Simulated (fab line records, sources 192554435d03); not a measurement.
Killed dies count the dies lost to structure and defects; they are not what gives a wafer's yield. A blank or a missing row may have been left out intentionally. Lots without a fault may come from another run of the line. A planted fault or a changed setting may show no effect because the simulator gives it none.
A lot that was struck, set against a sound lot    flow n5-finfet    37 out of 1938 route steps
Sound: the wafers L231.1, L231.2, L231.5. Struck: wafer L236.2. (L236.4 of the same lot was not struck and is left out.) The cause comes at the end.
For every step that has rows: the tool of each side, followed by ch and its chambers, followed by its first start. Under that, the readings that differ: sound wafers    struck wafers    difference of the means    sigmas: that difference in standard deviations of wafers without a fault.
alike: words and numbers the same on both sides, and readings whose means are apart by under 2 such deviations; not compared: readings that were withheld, readings missing a value for some wafer, numbers with overlapping values and no deviation given by the record, and bounds like >300 which may hide the same value.
The two part at a step that has a row with sigmas, a row that says differs or no value, or rows on one side only. Numbers that don't overlap but have no deviation are shown without sigmas and don't part them. A reading missing from all wafers of one side parts the sides only when that side holds two or more wafers.

first, 8 steps without rows for these wafers: N5_BEOL_M3_ECD_50 (material Cu, target thk 300 nm); N5_BEOL_M3_ANNEAL_51 (time 90 s); N5_BEOL_M3_CMP_52 (polishes, stops on SiOC, t overpolish 6.8 s, target thk 40 nm); N5_BEOL_M3_PRE_CLEAN_60 (time 15 s); N5_BEOL_M3_CO_CAP_55 (material Co, precursor CCTBA/H2, target thk 2 nm, time 102.1 s); N5_BEOL_M3_PRE_CLEAN_56 (time 15 s); N5_BEOL_M3_DEP_57 (deposits SiCN from 3MS/NH3, target thk 8 nm, time 14 s); N5_BEOL_M4_ILD_DEP_00 (deposits SiOC from DEMS/O2, target thk 79 nm, time 15.3 s).
N5_BEOL_M4_PECVD_72: deposits SiO2 from TEOS/O2, target thk 16 nm, time 18 s.
  sound on pecvd-03 ch 0,1,2, day 10 09:07; struck on pecvd-03 ch 0, day 11 07:58
reading                                     sound           struck  difference  sigmas
model.SiO2_of_BEOL_M4_PECVD_72.thk-nm (nm)  15.4 15.6 15.6  20.4    +4.9        
  alike: heater-power-w, showerhead-plenum-p-Torr, throttle-valve-pct
then, 25 steps without rows for these wafers: N5_BEOL_M4_HM_DEP_02 (deposits TiN, target thk 20 nm); N5_BEOL_M4_COAT_61 (time 60 s, resist thk 60 nm); N5_BEOL_M4_COAT_62 (time 60 s, resist thk 12 nm); N5_BEOL_M4_COAT_73 (time 60 s, resist thk 5 nm); N5_BEOL_M4_COAT_05 (resist thk 30 nm); N5_BEOL_M4_EBR_07; N5_BEOL_M4_SOFTBAKE_06 (time 60 s); N5_BEOL_M4_EXPOSE_08 (exposes mask M4); N5_BEOL_M4_PEB_09 (peb time 60 s); N5_BEOL_M4_DEVELOP_10 (develop time 30 s); N5_BEOL_M4_DESCUM_16 (chemistry O2, time 7 s); N5_BEOL_M4_ETCH_74 (etches underlayer in N2/H2, target depth 6.5 nm, time 5.2 s); N5_BEOL_M4_ETCH_63 (etches SiARC in CF4, target depth 15.6 nm, time 26 s); N5_BEOL_M4_ETCH_64 (etches SOC in N2/H2, target depth 75 nm, overetch 22.5 nm, time 121.9 s); N5_BEOL_M4_STRIP_65 (strips in N2/H2); N5_BEOL_M4_STRIP_75 (strips in N2/H2); N5_BEOL_M4_STRIP_66 (strips in CF4); N5_BEOL_M4_HM_OPEN_17 (chemistry Cl2/BCl3, target TiN, target depth 20 nm, overetch 6 nm); N5_BEOL_M4_STRIP_19 (strips in O2); N5_BEOL_M4_COAT_67 (time 60 s, resist thk 60 nm); N5_BEOL_M4_COAT_68 (time 60 s, resist thk 12 nm); N5_BEOL_M4_COAT_76 (time 60 s, resist thk 5 nm); N5_BEOL_M4_COAT_22 (resist thk 30 nm); N5_BEOL_M4_EBR_24; N5_BEOL_M4_SOFTBAKE_23 (time 60 s).
N5_BEOL_M4_HM_STRIP_39: strips TiN in peroxide tin strip, target depth 25 nm, time 158 s.
  sound on wet-bench-01 ch 0,4,7, day 10 12:28; struck on wet-bench-03 ch 0, day 11 11:07
reading                                     sound           struck  difference  sigmas
model.SiO2_of_BEOL_M4_PECVD_72.thk-nm (nm)  15.4 15.4 15.6  20.2    +4.7        
N5_BEOL_M4_CMP_52: polishes, stops on SiOC, t overpolish 6.8 s, target thk 40 nm.
  sound on cmp-01 ch 0,1, day 10 15:50; struck on cmp-02 ch 3, day 11 14:59
reading                       sound           struck  difference  sigmas
barrier-field-endpoint-s (s)  23.8 23.7 23.8  29.6    +5.8        +10
  alike: clearing-platen-rpm, edge-zone-pressure-frac, head-pressure-psi, motor-current-A
N5_BEOL_M4_RC_MEAS_101:
  sound on prober-02 ch 0, day 10 16:24; struck on prober-01 ch 0, day 11 15:43
  alike: DIBL_N, DIBL_P, IOFF_N, IOFF_P, ION_N, ION_P, SS_N, SS_P, VT_N, VT_P

WHERE THEY PART
Only at N5_BEOL_M4_CMP_52, as far as this record shows. Later steps at which nothing parts them and some readings are alike: N5_BEOL_M4_RC_MEAS_101.

WHY: the cause the simulator had injected
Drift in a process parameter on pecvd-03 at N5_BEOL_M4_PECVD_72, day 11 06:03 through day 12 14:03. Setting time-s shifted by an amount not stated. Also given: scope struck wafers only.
